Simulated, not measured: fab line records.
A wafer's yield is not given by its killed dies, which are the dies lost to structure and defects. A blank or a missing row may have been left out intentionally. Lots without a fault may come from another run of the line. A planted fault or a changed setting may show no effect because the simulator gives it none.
Which of the tools did it?    flow n5-finfet    Sampling: 11 lots, 33 wafers, 5 of 1938 route steps

WHAT EACH GAUGE READ, for each wafer
No reading from a measuring or inspecting step in the record can be judged against a usual standard deviation.

EACH LOT AND THE TOOL THAT RAN IT (in order: tool; ch and the chambers of the sampled wafers; start)
lot   N5_BEOL_M14_TRENCH_ETCH_34          N5_BEOL_M14_SPUTTER_44        N5_BEOL_M14_SPUTTER_45        N5_BEOL_M14_ANNEAL_48             N5_PASSIVATION_PROBE_49
L224  rie-diel-01 ch 0,2,3, day 11 22:24  pvd-sputter-02, day 12 01:38  pvd-sputter-02, day 12 01:43  rtp-anneal-01 ch 0, day 12 02:01  -
L222  rie-diel-04 ch 1,2, day 12 10:30    pvd-sputter-02, day 12 12:26  pvd-sputter-02, day 12 12:31  rtp-anneal-02 ch 0, day 12 12:50  -
L225  rie-diel-04 ch 1,2, day 12 21:22    pvd-sputter-03, day 12 22:14  pvd-sputter-03, day 12 22:19  rtp-anneal-02 ch 0, day 12 22:40  -
L227  rie-diel-01 ch 0,1, day 13 18:01    pvd-sputter-03, day 13 22:34  pvd-sputter-03, day 13 22:39  rtp-anneal-01 ch 0, day 13 23:07  -
L230  rie-diel-03 ch 0,2,3, day 13 23:23  pvd-sputter-03, day 14 01:21  pvd-sputter-03, day 14 01:26  rtp-anneal-01 ch 0, day 14 01:44  prober-01, day 15 01:50
L232  rie-diel-01 ch 0,1,2, day 14 14:16  pvd-sputter-03, day 14 16:24  pvd-sputter-03, day 14 16:29  rtp-anneal-01 ch 0, day 14 17:08  prober-01, day 15 13:55
L234  rie-diel-01 ch 0,1,3, day 14 23:58  pvd-sputter-03, day 15 01:52  pvd-sputter-03, day 15 01:57  rtp-anneal-02 ch 0, day 15 02:23  prober-01, day 16 02:50
L238  rie-diel-04 ch 0,1, day 16 08:01    pvd-sputter-02, day 16 09:38  pvd-sputter-02, day 16 09:43  rtp-anneal-01 ch 0, day 16 10:02  -
L240  rie-diel-04 ch 0,3, day 16 08:46    pvd-sputter-01, day 16 10:10  pvd-sputter-01, day 16 10:14  rtp-anneal-01 ch 0, day 16 10:44  -
L242  rie-diel-01 ch 0,2, day 17 02:00    pvd-sputter-02, day 17 04:50  pvd-sputter-02, day 17 04:55  rtp-anneal-01 ch 0, day 17 05:14  -
L243  rie-diel-04 ch 0,1,2, day 17 03:08  pvd-sputter-02, day 17 06:22  pvd-sputter-02, day 17 06:26  rtp-anneal-02 ch 0, day 17 06:53  -
- N5_BEOL_M14_TRENCH_ETCH_34: etches SiO2 in C4F8/O2/Ar, target depth 556.65 nm, time 126.9 s.
- N5_BEOL_M14_SPUTTER_44: material Ta, target thk 15 nm, time 24.19 s.
- N5_BEOL_M14_SPUTTER_45: material Cu, target thk 100 nm, time 16.67 s.
- N5_BEOL_M14_ANNEAL_48: time 90 s.
- N5_PASSIVATION_PROBE_49

AS READ BY THE TOOLS THEMSELVES (means over the sampled wafers that have a number; for cases with no such wafer, the mark the record gives instead)
N5_BEOL_M14_TRENCH_ETCH_34.
lot   tool         O2_flow_sccm (sccm)  drypump-motor-current-A (A)  oes_f_703_au (a.u.)  oes-product-au (a.u.)  rf-vpp-V (V)  showerhead-plenum-p-Torr (Torr)  throttle-valve-pct (%)
L224  rie-diel-01  11.97                6.2                          0.78                 0.80                   2236          3.51                             31.03
L222  rie-diel-04  12.00                5.5                          0.73                 0.72                   2216          3.50                             31.16
L225  rie-diel-04  12.00                5.4                          0.71                 0.71                   2200          3.45                             31.21
L227  rie-diel-01  12.01                6.5                          0.76                 0.77                   2250          3.54                             31.15
L230  rie-diel-03  11.99                5.8                          0.84                 0.84                   2218          3.41                             30.71
L232  rie-diel-01  12.01                6.3                          0.73                 0.73                   2239          3.48                             31.07
L234  rie-diel-01  12.03                6.4                          0.76                 0.76                   2231          3.49                             31.16
L238  rie-diel-04  11.99                5.6                          0.77                 0.76                   2230          3.47                             30.97
L240  rie-diel-04  11.94                5.9                          0.84                 0.85                   2202          3.35                             30.72
L242  rie-diel-01  11.98                6.3                          0.74                 0.75                   2251          3.53                             31.06
L243  rie-diel-04  11.98                5.4                          0.84                 0.85                   2214          3.42                             30.95

N5_BEOL_M14_SPUTTER_44.
lot   tool            cathode-dc-power-W (W)  substrate-temp-c (C)  throttle-valve-pct (%)
L224  pvd-sputter-02  15001                   50.00                 29.3
L222  pvd-sputter-02  14999                   49.95                 30.3
L225  pvd-sputter-03  15002                   50.08                 28.6
L227  pvd-sputter-03  14999                   50.07                 29.0
L230  pvd-sputter-03  15001                   49.85                 28.8
L232  pvd-sputter-03  14998                   50.03                 29.9
L234  pvd-sputter-03  15000                   49.96                 28.7
L238  pvd-sputter-02  15002                   50.08                 28.8
L240  pvd-sputter-01  15000                   50.19                 30.2
L242  pvd-sputter-02  15001                   49.95                 29.5
L243  pvd-sputter-02  14998                   49.98                 29.3

N5_BEOL_M14_SPUTTER_45.
lot   tool            cathode-dc-power-W (W)  substrate-temp-c (C)  throttle-valve-pct (%)
L224  pvd-sputter-02  25996                   -19.96                29.2
L222  pvd-sputter-02  25998                   -20.07                30.2
L225  pvd-sputter-03  25997                   -20.10                28.7
L227  pvd-sputter-03  25999                   -19.97                29.0
L230  pvd-sputter-03  21171                   -19.96                29.1
L232  pvd-sputter-03  21171                   -20.01                29.9
L234  pvd-sputter-03  21170                   -19.92                28.9
L238  pvd-sputter-02  26006                   -20.03                28.7
L240  pvd-sputter-01  25996                   -20.02                30.4
L242  pvd-sputter-02  25999                   -20.10                29.3
L243  pvd-sputter-02  25999                   -19.91                29.3

N5_BEOL_M14_ANNEAL_48.
lot   tool           wafer_temp_C_max
L224  rtp-anneal-01  226.2
L222  rtp-anneal-02  225.6
L225  rtp-anneal-02  226.0
L227  rtp-anneal-01  226.6
L230  rtp-anneal-01  226.6
L232  rtp-anneal-01  226.0
L234  rtp-anneal-02  225.9
L238  rtp-anneal-01  226.3
L240  rtp-anneal-01  226.1
L242  rtp-anneal-01  226.1
L243  rtp-anneal-02  225.5

N5_PASSIVATION_PROBE_49.
lot   tool       defect-limited-yield (%)  killed_at_M0_to_M3  killed_at_M4_up  killed-at-contacts  killed-at-front-end  killed-at-other  killed-dies  killed-open  killed-short  sort_bin_5_function (%)  sort_bin_6_memory (%)  sort-n-pass  sort-yield-pct (%)
L230  prober-01  90.6                      40                  18               13                  38                   2.0              111          71           35            5.4                      3.6                    1069         90.6
L232  prober-01  89.4                      43                  22               9                   49                   2.3              125          83           38            6.5                      3.7                    1055         89.4
L234  prober-01  92.6                      29                  9                8                   33                   8.0              87           55           28            4.1                      3.1                    1093         92.6

THE ANSWER, worked out from the rows above alone
Rule: the usual values come from the lots themselves. Put in order of their means at a reading, lots are off if they are a third of the lots or fewer, leave a main group of 4 or more, and stand apart from it by a gap of 3 or more times the standard deviation of the main group's means; of several such gaps the widest counts. A main group whose means are all the same, to the digits that the tables above print for the reading, isn't used. Also off: a lot with no number at a reading for which 4 or more lots have one. Where the step has rows for the other lots, those lots are counted as sound. After the gauges, taken in route order, come the tools' own readings; for these a lot's mean is taken, as printed above. At the first step where some lot is off, the reading lying furthest off is the one used; lots without a number count as furthest.
Off: L230, L232, L234, at N5_BEOL_M14_SPUTTER_45 (cathode-dc-power-W). The main group: mean 25999 W, standard deviation 3.
If a tool, at that step or one of the process steps before it, ran each lot that is off and ran no sound lot following the first of them, it fits. One fits: pvd-sputter-03 at N5_BEOL_M14_SPUTTER_44 and N5_BEOL_M14_SPUTTER_45. At N5_BEOL_M14_SPUTTER_44 its last sound lot is L227 (day 13 22:34), its first lot that is off L230 (day 14 01:21): a fault that began between those two fits.

WHAT THE SIMULATOR HAD INSERTED
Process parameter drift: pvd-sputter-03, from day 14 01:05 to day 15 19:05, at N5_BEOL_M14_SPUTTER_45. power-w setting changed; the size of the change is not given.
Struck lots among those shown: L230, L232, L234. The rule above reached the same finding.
